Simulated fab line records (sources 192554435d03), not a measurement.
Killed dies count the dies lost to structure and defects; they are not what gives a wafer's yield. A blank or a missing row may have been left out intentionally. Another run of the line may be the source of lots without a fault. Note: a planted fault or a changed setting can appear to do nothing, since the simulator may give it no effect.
fab line records -- flow n5-finfet
record lots=9, wafers=27, last-day=19
route steps=1938 shown BEOL_M0@715 BEOL_M4@1111 PASSIVATION@1936
lots untouched by any fault: they come from a run of this same line in which no faults occurred
start-h: start of the lot's first displayed wafer, in hours after the record's first day -- wait-h: hours since the lot's step before -- " identical to the entry in the row above -- L1.1+2: a row that stands for several wafers -- - either no value or no given start -- * or withheld: withheld -- < > ~ a bound
route shown NAME@n: NAME is a module with steps in the file, n the number in the route of the first one -- usual: mean/standard deviation of fault-free wafers -- same: alike in all rows -- chamber/n: place in a boat -- sites: per-site readings -- _std_site: how widely they spread, as a standard deviation -- _edge_site: the outer-site mean with the inner-site mean subtracted -- radius-mm: how far each site lies from the wafer's centre -- mask NAME#n: copy n -- behind: the most recent tool/chamber to have shaped the wafer -- hold: reason for holding the lot/hours on hold/outcome of the hold -- device: which transistor (n, p or np) failed to switch -- end of line: the same wafers' tests at the end of the route -- a step without rows: its recipe alone -- killed: not the wafer's yield, but the dies lost to structure and defects at the first sort -- map: the dies of a wafer, with x for killed, . for not killed, _ for no die there
set.NAME: the setting that was run; set.NAME@STEP: the one run at that earlier step -- model.NAME: the simulator's own value behind a step, which no gauge read
steps of the route over a sample of lots; a table a step, a row a wafer
services: the hour from which a tool's chamber was out of use, counted from the record's first day as start-h (under 0 if before that day), plus the number of hours and why
## steps
# step N5_BEOL_M0_ETCH_138
# recipe chemistry=CH3F/O2, target-depth-a=120, target=SiCN, time-s=31.6, ion-energy-ev=120, pressure-mtorr=30, source-w=395, bias-w=75, Ar_flow_sccm=150, CH3F_flow_sccm=30, O2_flow_sccm=20, ends=cleared
# usual drypump-motor-current-A=5.7/0.38, etch-rf-on-time-s=29.6/0.87, oes-product-au=0.69/0.084, rf-vpp-V=298.2/1.2, showerhead-plenum-p-Torr=2.04/0.05, throttle-valve-pct=16.2/0.35
lot.wafer,tool,chamber,start-h,wait-h,drypump-motor-current-A,etch-rf-on-time-s,oes-product-au,rf-hours-counter-h,rf-vpp-V,showerhead-plenum-p-Torr,throttle-valve-pct
L382.3,rie-diel-06,2,127.80,0.0,5.6,29.0,0.59,229,297.5,2.06,16.2
L382.4,rie-diel-06,3,127.80,0.0,5.0,30.1,0.60,186,295.4,1.91,16.3
L382.5,rie-diel-06,2,127.80,0.0,5.6,29.5,0.58,-,299.2,2.06,16.2
L384.1,rie-diel-04,1,137.51,0.0,6.2,28.9,0.63,182,298.2,2.09,16.8
L384.4,rie-diel-04,1,137.51,0.0,6.3,29.6,0.63,-,299.9,2.09,16.7
L384.5,rie-diel-04,0,137.51,0.0,6.1,29.0,0.83,-,297.6,2.05,15.7
L385.1,rie-diel-04,1,143.42,0.0,6.3,28.2,0.63,185,299.8,2.09,16.7
L385.2,rie-diel-04,0,143.42,0.0,6.1,29.1,0.83,12,299.2,2.05,15.7
L385.3,rie-diel-04,2,143.42,0.0,5.9,29.7,0.63,189,298.0,1.99,16.4
L386.1,rie-diel-04,2,150.06,0.0,5.9,28.8,0.63,193,297.1,1.99,16.4
L386.2,rie-diel-04,0,150.06,0.0,6.1,28.1,0.82,16,297.7,2.04,15.7
L386.4,rie-diel-04,2,150.06,0.0,5.9,29.2,0.63,-,298.4,1.99,16.4
L390.3,rie-diel-06,2,181.83,0.0,5.6,30.3,0.57,250,298.4,2.05,16.3
L390.5,rie-diel-06,2,181.83,0.0,5.6,30.0,0.57,-,300.1,2.05,16.2
L390.6,rie-diel-06,0,181.83,0.0,5.2,29.5,0.84,-,298.8,2.03,15.6
L394.1,rie-diel-06,1,204.67,0.0,5.6,29.4,0.69,92,297.3,2.01,16.4
L394.3,rie-diel-06,0,204.67,0.0,5.2,30.4,0.81,13,297.6,2.03,15.6
L394.6,rie-diel-06,0,204.67,0.0,5.2,29.9,0.80,-,298.3,2.03,15.6
L395.2,rie-diel-06,1,209.22,0.0,5.5,29.4,0.69,94,296.1,2.01,16.4
L395.3,rie-diel-06,3,209.22,0.0,4.9,31.0,0.59,214,296.1,1.90,16.3
L395.5,rie-diel-06,3,209.22,0.0,4.9,31.8,0.60,-,296.1,1.90,16.4
L401.2,rie-diel-04,2,237.51,0.0,5.9,28.3,0.60,220,296.4,1.98,16.5
L401.3,rie-diel-04,1,237.51,0.0,6.2,28.5,0.61,218,298.5,2.08,16.8
L401.6,rie-diel-04,2,237.51,0.0,5.9,29.3,0.61,-,295.9,1.98,16.5
L402.1,rie-diel-01,2,243.87,0.0,5.9,29.8,0.67,88,299.8,2.09,16.0
L402.2,rie-diel-01,0,243.87,0.0,5.9,30.0,0.73,44,298.4,2.13,15.9
L402.4,rie-diel-01,1,243.87,0.0,5.3,30.6,0.60,230,297.4,2.06,16.5
# step N5_BEOL_M0_STRIP_104
# recipe chemistry=N2/H2, power-w=450, temp-c=40, pressure-mtorr=20, rf-frequency-hz=6e+07, overash-fraction=0.3, bias-power-w=7, h2-frac=0.5, n2-flow-sccm=200, h2-flow-sccm=200
# usual drypump-motor-current-A=5.6/0.36, h2-flow-sccm=200.0/0.62, oes-product-au=0.82/0.095, rf-vpp-V=59.3/1.6, showerhead-plenum-p-Torr=2.60/0.075, throttle-valve-pct=23.34/0.29
lot.wafer,tool,chamber,start-h,wait-h,drypump-motor-current-A,h2-flow-sccm,oes-product-au,rf-hours-counter-h,rf-vpp-V,showerhead-plenum-p-Torr,throttle-valve-pct
L382.3,rie-diel-06,1,129.60,0.0,5.6,199.4,0.83,57,60.0,2.57,23.54
L382.4,rie-diel-06,3,129.60,0.0,4.9,200.0,0.73,187,61.5,2.41,23.22
L382.5,rie-diel-06,3,129.60,0.0,4.9,200.6,0.71,-,57.2,2.41,23.27
L384.1,rie-diel-01,1,139.56,0.0,5.3,198.7,0.73,190,59.7,2.61,23.66
L384.4,rie-diel-01,3,139.56,0.0,5.2,201.9,0.90,31,56.4,2.58,23.28
L384.5,rie-diel-01,3,139.56,0.0,5.3,200.9,0.89,-,59.4,2.58,23.28
L385.1,rie-diel-01,0,151.85,0.0,5.9,200.4,0.94,9,60.8,2.70,23.09
L385.2,rie-diel-01,3,151.85,0.0,5.2,200.3,0.90,36,59.4,2.58,23.27
L385.3,rie-diel-01,1,151.85,0.0,5.3,199.6,0.73,194,57.0,2.61,23.67
L386.1,rie-diel-04,2,151.86,0.0,5.9,199.9,0.73,194,59.4,2.51,23.75
L386.2,rie-diel-04,1,151.86,0.0,6.2,200.6,0.74,189,60.2,2.63,23.83
L386.4,rie-diel-04,1,151.86,0.0,6.2,200.3,0.72,-,58.8,2.63,23.79
L390.3,rie-diel-06,0,183.57,0.0,5.2,200.0,1.00,2,58.2,2.58,22.61
L390.5,rie-diel-06,2,183.57,0.0,5.7,200.6,0.68,-,62.4,2.61,23.63
L390.6,rie-diel-06,1,183.57,0.0,5.5,200.0,0.82,-,56.6,2.56,23.59
L394.1,rie-diel-01,3,214.10,0.0,5.2,199.3,0.88,41,60.7,2.57,23.29
L394.3,rie-diel-01,2,214.10,0.0,5.9,200.2,0.82,77,60.6,2.68,23.29
L394.6,rie-diel-01,0,214.10,0.0,5.9,200.0,0.88,-,60.1,2.69,23.11
L395.2,rie-diel-04,2,214.76,0.0,6.0,200.8,0.71,212,61.0,2.50,23.76
L395.3,rie-diel-04,3,214.76,0.0,5.5,200.1,0.88,21,59.0,2.57,22.95
L395.5,rie-diel-04,3,214.76,0.0,5.5,198.9,0.89,-,59.7,2.57,23.00
L401.2,rie-diel-01,0,238.39,0.0,5.9,200.3,0.88,42,60.3,2.69,23.11
L401.3,rie-diel-01,2,238.39,0.0,5.9,201.1,0.80,86,59.5,2.68,23.28
L401.6,rie-diel-01,3,238.39,0.0,5.2,199.8,0.87,-,58.2,2.57,23.27
L402.1,rie-diel-06,3,245.91,0.0,5.0,198.6,0.68,230,61.6,2.40,23.30
L402.2,rie-diel-06,2,245.91,0.0,5.7,199.0,0.90,14,61.1,2.60,23.36
L402.4,rie-diel-06,0,245.91,0.0,5.2,200.5,0.91,27,60.4,2.57,22.66
# step N5_BEOL_M0_DEGAS_112
# recipe ambient=vacuum, temp-c=250, time-s=60
# usual heater-power-w=337/34
lot.wafer,tool,chamber,start-h,wait-h,heater-power-w
L382.3,pvd-sputter-02,-,130.92,0.5,361
L382.4,pvd-sputter-02,-,130.92,0.5,336
L382.5,pvd-sputter-02,-,130.92,0.5,319
L384.1,pvd-sputter-03,-,140.88,0.8,405
L384.4,pvd-sputter-03,-,140.88,0.8,298
L384.5,pvd-sputter-03,-,140.88,0.8,321
L385.1,pvd-sputter-01,-,152.52,0.0,334
L385.2,pvd-sputter-01,-,152.52,0.0,339
L385.3,pvd-sputter-01,-,152.52,0.0,294
L386.1,pvd-sputter-01,-,152.77,0.1,334
L386.2,pvd-sputter-01,-,152.77,0.1,283
L386.4,pvd-sputter-01,-,152.77,0.1,330
L390.3,pvd-sputter-01,-,184.81,0.3,328
L390.5,pvd-sputter-01,-,184.81,0.3,284
L390.6,pvd-sputter-01,-,184.81,0.3,347
L394.1,pvd-sputter-03,-,214.75,0.1,300
L394.3,pvd-sputter-03,-,214.75,0.1,327
L394.6,pvd-sputter-03,-,214.75,0.1,413
L395.2,pvd-sputter-03,-,215.81,0.2,292
L395.3,pvd-sputter-03,-,215.81,0.2,325
L395.5,pvd-sputter-03,-,215.81,0.2,398
L401.2,pvd-sputter-03,-,240.18,1.3,293
L401.3,pvd-sputter-03,-,240.18,1.3,326
L401.6,pvd-sputter-03,-,240.18,1.3,403
L402.1,pvd-sputter-02,-,246.52,0.1,375
L402.2,pvd-sputter-02,-,246.52,0.1,331
L402.4,pvd-sputter-02,-,246.52,0.1,325
# step N5_BEOL_M0_ALD_136
# recipe material=TaN, target-thk-a=*, temp-c=275, ald-precursor-family=PDMAT, ald-co-reactant=NH3, pressure-torr=3, carrier-flow-sccm=1500, pulse-time-s=2, purge-time-s=3, co-reactant-purge-time-s=2, co-reactant-pulse-time-s=3, ald-cycles=30, precursor-vessel-temp-c=75, precursor-vessel-pressure-torr=26.25, precursor-vessel-carrier-sccm=1000
# usual ald-cycles=30/0, chamber-pressure-Torr=3.001/0.0063, heater-power-w=414/43
lot.wafer,tool,chamber,start-h,wait-h,ald-cycles,chamber-pressure-Torr,heater-power-w
L382.3,ald-metal-01,3,131.05,0.1,30,3.004,431
L382.4,ald-metal-01,1,131.05,0.1,30,3.007,365
L382.5,ald-metal-01,3,131.05,0.1,30,2.989,423
L384.1,ald-metal-04,3,141.14,0.2,30,3.013,463
L384.4,ald-metal-04,0,141.14,0.2,30,3.000,402
L384.5,ald-metal-04,2,141.14,0.2,30,2.994,356
L385.1,ald-metal-04,1,152.63,0.0,30,3.000,446
L385.2,ald-metal-04,2,152.63,0.0,30,2.998,370
L385.3,ald-metal-04,0,152.63,0.0,30,3.004,423
L386.1,ald-metal-02,3,152.91,0.1,30,3.007,482
L386.2,ald-metal-02,2,152.91,0.1,30,2.998,377
L386.4,ald-metal-02,1,152.91,0.1,30,3.011,387
L390.3,ald-metal-02,1,185.05,0.2,30,3.001,391
L390.5,ald-metal-02,2,185.05,0.2,30,2.994,386
L390.6,ald-metal-02,1,185.05,0.2,30,2.990,397
L394.1,ald-metal-01,2,214.85,0.0,30,3.012,437
L394.3,ald-metal-01,1,214.85,0.0,30,3.000,363
L394.6,ald-metal-01,0,214.85,0.0,30,3.000,355
L395.2,ald-metal-01,1,215.91,0.0,30,2.996,360
L395.3,ald-metal-01,0,215.91,0.0,30,3.011,360
L395.5,ald-metal-01,2,215.91,0.0,30,3.007,442
L401.2,ald-metal-02,1,240.28,0.0,-,-,-
L401.3,ald-metal-02,3,240.28,0.0,-,-,-
L401.6,ald-metal-02,3,240.28,0.0,-,-,-
L402.1,ald-metal-02,0,246.66,0.1,-,-,-
L402.2,ald-metal-02,1,246.66,0.1,-,-,-
L402.4,ald-metal-02,3,246.66,0.1,-,-,-
# step N5_BEOL_M0_CMP_120
# recipe stop-on=SiOC, t-overpolish-s=6.9, down-force-psi=1, platen-rpm=50, clearing-platen-down-force-psi=1.5, clearing-platen-rpm=50, post-cmp-clean=cu-alkaline, clearing-platen-pad-velocity-m-s=0.99484, pad-velocity-m-s=0.99484
# usual barrier-field-endpoint-s=3.67/0.13, motor-current-A=6.0/0.41, pad-life-wafers=1295/630
lot.wafer,tool,chamber,start-h,wait-h,barrier-field-endpoint-s,motor-current-A,pad-life-wafers
L382.4,cmp-03,3,133.82,0.2,3.58,6.3,1272
L382.3,cmp-03,2,133.82,0.2,3.63,6.5,1275
L382.5,cmp-03,3,133.82,0.2,3.65,6.0,-
L384.1,cmp-01,2,142.47,0.3,3.70,5.5,1656
L384.4,cmp-01,1,142.47,0.3,3.69,5.8,1659
L384.5,cmp-01,2,142.47,0.3,3.74,5.7,-
L385.2,cmp-03,1,153.99,0.2,3.71,5.9,1374
L385.3,cmp-03,2,153.99,0.2,3.76,6.4,1375
L385.1,cmp-03,0,153.99,0.2,3.73,6.4,1377
L386.1,cmp-01,0,156.37,0.3,3.45,6.2,1788
L386.2,cmp-01,2,156.37,0.3,3.43,5.7,1790
L386.4,cmp-01,3,156.37,0.3,3.57,6.5,1791
L390.3,cmp-04,1,189.15,1.5,3.77,5.3,956
L390.6,cmp-04,3,189.15,1.5,3.72,5.9,-
L390.5,cmp-04,0,189.15,1.5,3.64,5.4,-
L394.1,cmp-04,3,216.18,0.3,3.91,6.2,1183
L394.3,cmp-04,0,216.18,0.3,3.70,5.4,1184
L394.6,cmp-04,3,216.18,0.3,3.82,6.0,-
L395.3,cmp-04,2,217.23,0.2,3.86,5.8,1190
L395.2,cmp-04,3,217.23,0.2,3.74,6.3,1191
L395.5,cmp-04,0,217.23,0.2,3.72,5.5,-
L401.2,cmp-01,3,241.87,0.4,2.03,6.5,445
L401.3,cmp-01,0,241.87,0.4,1.95,5.8,446
L401.6,cmp-01,2,241.87,0.4,2.03,5.4,-
L402.4,cmp-03,2,249.38,0.1,1.94,6.3,54
L402.2,cmp-03,3,249.38,0.1,2.03,6.2,55
L402.1,cmp-03,1,249.38,0.1,1.86,5.5,57
# step N5_BEOL_M4_RC_MEAS_101
# usual DIBL_N=36.0/1.9, DIBL_P=35.6/2.2, IOFF_N=0.15/0.031, IOFF_P=0.19/0.032, ION_N=668/11, ION_P=455/7.2, SS_N=71.5/0.65, SS_P=73.4/0.64, VT_N=251/3.6, VT_P=-253/3.3
lot.wafer,tool,chamber,start-h,wait-h,DIBL_N[mV/V],DIBL_P[mV/V],IOFF_N[nA/um],IOFF_P[nA/um],ION_N[uA/um],ION_P[uA/um],SS_N[mV/dec],SS_P[mV/dec],VT_N[mV],VT_P[mV]
L382.3,prober-01,0,198.86,0.3,34.8,34.5,0.13,0.17,647,445,71.1,72.7,252,-253
L382.4,prober-01,0,198.86,0.3,36.2,35.2,0.15,0.17,663,453,70.9,72.5,254,-253
L382.5,prober-01,0,198.86,0.3,36.5,35.6,0.15,0.17,655,441,71.8,73.5,251,-254
L384.1,prober-01,0,215.89,0.0,34.7,34.5,0.14,0.19,665,458,70.7,72.5,252,-251
L384.4,prober-01,0,215.89,0.0,40.0,38.0,0.23,0.25,681,457,72.7,74.4,249,-250
L384.5,prober-01,0,215.89,0.0,37.7,36.0,0.18,0.22,669,465,71.5,74.2,249,-251
L386.1,prober-01,0,241.22,0.0,37.8,38.5,0.18,0.21,682,457,72.4,73.8,249,-252
L386.2,prober-01,0,241.22,0.0,38.2,39.4,0.19,0.23,678,459,72.5,73.5,249,-253
L386.4,prober-01,0,241.22,0.0,36.1,37.7,0.16,0.21,677,466,71.5,73.6,248,-252
L385.1,prober-02,0,241.66,0.0,33.2,32.0,0.11,0.14,649,441,72.3,71.9,260,-256
L385.2,prober-02,0,241.66,0.0,38.8,39.7,0.21,0.25,672,453,73.0,73.9,246,-249
L385.3,prober-02,0,241.66,0.0,34.7,34.8,0.13,0.18,658,454,71.3,73.4,255,-252
L390.3,prober-01,0,288.47,0.3,33.1,33.0,0.11,0.17,663,455,70.5,72.5,251,-254
L390.5,prober-01,0,288.47,0.3,33.8,33.7,0.12,0.17,661,454,71.3,73.3,250,-253
L390.6,prober-01,0,288.47,0.3,32.3,31.0,0.10,0.14,658,449,70.5,73.1,255,-256
L394.1,prober-02,0,297.91,0.0,38.4,38.4,0.19,0.22,677,462,70.7,74.3,246,-246
L394.3,prober-02,0,297.91,0.0,37.1,36.7,0.15,0.20,670,460,71.2,72.8,252,-250
L394.6,prober-02,0,297.91,0.0,35.3,34.2,0.12,0.16,670,461,70.6,72.8,252,-255
L395.2,prober-01,0,305.76,0.2,36.3,38.5,0.16,0.21,666,458,71.4,73.7,248,-253
L395.3,prober-01,0,305.76,0.2,35.7,36.3,0.16,0.17,666,445,72.0,73.4,249,-258
L395.5,prober-01,0,305.76,0.2,36.9,38.1,0.18,0.20,668,458,72.0,73.8,251,-256
# step N5_PASSIVATION_PROBE_49
# usual defect-limited-yield=91.3/1.4, killed_at_M0_to_M3=34/10, killed_at_M4_up=14/5.5, killed-at-contacts=12/6, killed-at-front-end=40/10, killed-at-other=3.0/2.4, killed-dies=103/17, killed-on-rim=13/4.3, killed-open=68/13, killed-short=34/7.8, sort_bin_5_function=5.1/0.97, sort_bin_6_memory=3.3/0.66, sort_bin_8_speed=0.02/0.12, sort-n-pass=1077/17, sort-yield-pct=91.2/1.4
# same gross-dies=1180, killed-at-back-side=0, sort_bin_4_leakage[%]=0
lot.wafer,tool,chamber,start-h,wait-h,defect-limited-yield[%],killed_at_M0_to_M3,killed_at_M4_up,killed-at-contacts,killed-at-front-end,killed-at-other,killed-dies,killed-on-rim,killed-open,killed-short,sort_bin_5_function[%],sort_bin_6_memory[%],sort_bin_8_speed[%],sort-n-pass,sort-yield-pct[%]
L384.1,prober-01,-,315.66,0.0,91.7,40,8,17,30,3,98,12,71,27,4.7,3.6,0,1082,91.7
L384.4,prober-01,-,315.81,0.2,87.3,66,17,16,46,5,150,27,101,49,7.8,4.7,0,1030,87.3
L384.5,prober-01,-,315.86,0.2,88.6,59,25,17,30,3,134,19,91,42,8.1,3.0,0,1046,88.6
L390.3,prober-01,-,397.44,0.1,93.1,25,16,5,32,4,82,7,48,31,4.4,2.3,0,1098,93.1
L390.5,prober-01,-,397.54,0.2,91.2,23,14,2,62,3,104,18,75,29,5.5,3.1,0,1076,91.2
L390.6,prober-01,-,397.59,0.3,91.5,20,14,10,51,5,100,8,56,42,4.6,3.6,0,1080,91.5
L401.2,prober-01,-,450.33,0.1,0,1110,15,7,42,6,1180,152,61,40,96.5,2.9,0,0,0
L401.3,prober-01,-,450.38,0.1,0,1122,16,3,35,4,1180,152,52,34,98.2,1.5,0,0,0
L401.6,prober-01,-,450.53,0.3,0,1122,10,7,34,7,1180,152,53,26,96.9,3.1,0,0,0
L402.1,prober-01,-,454.29,0.0,0,1108,22,3,45,2,1180,152,70,46,96.4,3.1,0,0,0
L402.2,prober-01,-,454.34,0.1,0,1116,22,2,35,5,1180,152,60,28,96.9,3.1,0,0,0
L402.4,prober-01,-,454.44,0.2,0,1095,28,1,51,5,1180,152,65,47,95.8,3.8,0,0,0
# killed by level:class
L384.1 MOL_CONTACT_COAG:geometric-particle:open=13 BEOL_M2:geometric-particle:open=10 BEOL_M1:geometric-particle:open=8 BEOL_M3:geometric-particle:open=7 BEOL_M0_SAQP:geometric-particle:short=5 STI_FIN_REVEAL:geometric-particle:open=4 GATE_CUT:geometric-particle:short=4 BEOL_M3:geometric-particle:short=4
L384.4 BEOL_M0_SAQP:geometric-particle:short=21 STI_FIN_REVEAL:geometric-particle:open=18 BEOL_M2:geometric-particle:open=14 MOL_CONTACT_COAG:geometric-particle:open=10 BEOL_M3:geometric-particle:open=8 MOL_CONTACT_COAG:geometric-particle:short=6 BEOL_M0_SAQP:geometric-particle:open=6 BEOL_M0:geometric-particle:open=6
L384.5 BEOL_M0_SAQP:geometric-particle:open=14 MOL_CONTACT_COAG:geometric-particle:open=13 BEOL_M1:geometric-particle:open=12 BEOL_M0_SAQP:geometric-particle:short=9 BEOL_M3:geometric-particle:open=8 FIN_SAQP:geometric-particle:short=6 BEOL_M2:geometric-particle:open=6 BEOL_M4:geometric-particle:open=6
L390.3 FIN_SAQP:geometric-particle:short=10 BEOL_M3:geometric-particle:open=8 BEOL_M0_SAQP:geometric-particle:short=6 BEOL_M4:geometric-particle:open=6 STI_FIN_REVEAL:geometric-particle:open=5 FIN_SAQP:geometric-particle:open=4 MOL_CONTACT_COAG:geometric-particle:open=4 BEOL_M0:geometric-particle:open=4
L390.5 FIN_SAQP:geometric-particle:open=22 FIN_SAQP:geometric-particle:short=9 STI_FIN_REVEAL:geometric-particle:open=9 BEOL_M2:geometric-particle:open=7 BEOL_M1:geometric-particle:open=6 DUMMY_GATE:geometric-particle:open=5 GATE_CUT:geometric-particle:short=5 GATE_CUT:geometric-particle:open=4
L390.6 STI_FIN_REVEAL:geometric-particle:open=13 FIN_SAQP:geometric-particle:short=8 MOL_CONTACT_COAG:geometric-particle:open=8 FIN_SAQP:geometric-particle:open=5 BEOL_M0_SAQP:geometric-particle:open=5 BEOL_M4:geometric-particle:open=5 STARTING-WAFER:geometric-particle:short=5 FIN_CUT:geometric-particle:short=4
L401.2 BEOL_M0:area-ald=1076 FIN_SAQP:geometric-particle:short=10 BEOL_M0_SAQP:geometric-particle:short=10 BEOL_M0_SAQP:geometric-particle:open=7 MOL_CONTACT_COAG:geometric-particle:open=7 BEOL_M1:geometric-particle:open=7 DUMMY_GATE:geometric-particle:open=6 GATE_CUT:geometric-particle:short=5
L401.3 BEOL_M0:area-ald=1093 STI_FIN_REVEAL:geometric-particle:open=8 BEOL_M0_SAQP:geometric-particle:short=8 FIN_SAQP:geometric-particle:open=6 BEOL_M3:geometric-particle:short=6 FIN_SAQP:geometric-particle:short=5 BEOL_M4:geometric-particle:open=5 BEOL_M0_SAQP:geometric-particle:open=4
L401.6 BEOL_M0:area-ald=1098 FIN_SAQP:geometric-particle:open=8 BEOL_M3:geometric-particle:open=7 GATE_CUT:geometric-particle:short=6 MOL_CONTACT_COAG:geometric-particle:open=6 FIN_SAQP:geometric-particle:short=5 BEOL_M0_SAQP:geometric-particle:open=5 BEOL_M2:geometric-particle:open=4
L402.1 BEOL_M0:area-ald=1064 BEOL_M4:geometric-particle:open=15 BEOL_M0_SAQP:geometric-particle:open=10 BEOL_M0_SAQP:geometric-particle:short=9 GATE_CUT:geometric-particle:short=8 STI_FIN_REVEAL:geometric-particle:open=7 FIN_SAQP:geometric-particle:short=6 BEOL_M1:geometric-particle:open=6
L402.2 BEOL_M0:area-ald=1091 BEOL_M4:geometric-particle:open=7 STI_FIN_REVEAL:geometric-particle:open=5 DUMMY_GATE:geometric-particle:open=5 ILD0:geometric-particle:open=5 GATE_CUT:geometric-particle:open=5 BEOL_M1:geometric-particle:open=5 FIN_SAQP:geometric-particle:open=4
L402.4 BEOL_M0:area-ald=1066 STI_FIN_REVEAL:geometric-particle:open=17 BEOL_M4:geometric-particle:open=12 GATE_CUT:geometric-particle:short=7 BEOL_M2:geometric-particle:open=7 FIN_SAQP:geometric-particle:short=6 STI_FIN_REVEAL:geometric-particle:short=5 BEOL_M0_SAQP:geometric-particle:short=5
## services
tool,chamber,start-h,hours,kind
cmp-04,-,107.69,4.0,repair
rie-diel-01,1,111.49,9.7,repair
cmp-04,-,114.98,5.3,pm
cmp-01,-,118.48,0.8,repair
rie-diel-06,0,130.10,4.0,repair
pvd-sputter-01,-,133.60,1.9,repair
cmp-03,-,135.22,8.7,pm
rie-diel-06,0,141.88,-,clean
rie-diel-06,0,141.88,-,consumable-replace:focus-ring
rie-diel-06,0,141.88,33.7,scheduled-down
pvd-sputter-01,-,143.27,4.6,repair
rie-diel-01,3,156.77,43.4,repair
ald-metal-04,0,161.70,29.6,repair
rie-diel-04,1,171.89,1.4,repair
rie-diel-06,3,181.80,17.0,repair
cmp-01,-,183.03,4.0,pm
rie-diel-01,-,202.64,0.5,repair
ald-metal-01,-,210.02,1.2,pm
ald-metal-02,2,212.41,186.2,repair
cmp-01,-,212.85,1.8,repair
ald-metal-04,0,220.13,4.8,repair
ald-metal-04,-,222.03,1.1,repair
ald-metal-02,3,226.62,7.0,repair
cmp-03,-,238.14,4.0,pm
## key
first-sign step=N5_BEOL_M0_ALD_136, reading=tool-record, direction=missing
effect step=N5_BEOL_M0_CMP_120, reading=barrier-field-endpoint-s, direction=down, sigmas=13, usual=3.67, struck=1.97
effect step=N5_PASSIVATION_PROBE_49, reading=killed_at_M0_to_M3, direction=up, sigmas=99+, usual=34, struck=1112
more-kills-born-at N5_BEOL_M0_ALD_136@ald-metal-02=6488
met-at N5_BEOL_M0_ALD_136
struck-lots L401,L402
later-rows-left-out L401.2,L401.3,L401.6,L402.1,L402.2,L402.4
not-acting-at N5_BEOL_M0_ETCH_138,N5_BEOL_M0_STRIP_104,N5_BEOL_M0_DEGAS_112
onset-between 185.05 240.28
fault kind=skipped-step-whole, tool=ald-metal-02, chamber=-, onset-h=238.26, steps=N5_BEOL_M0_ALD_136, scope=struck-lots-only
# later-rows-left-out: the simulator's readings of these wafers behind a module that went badly wrong aren't trusted and aren't shown, but for the sort
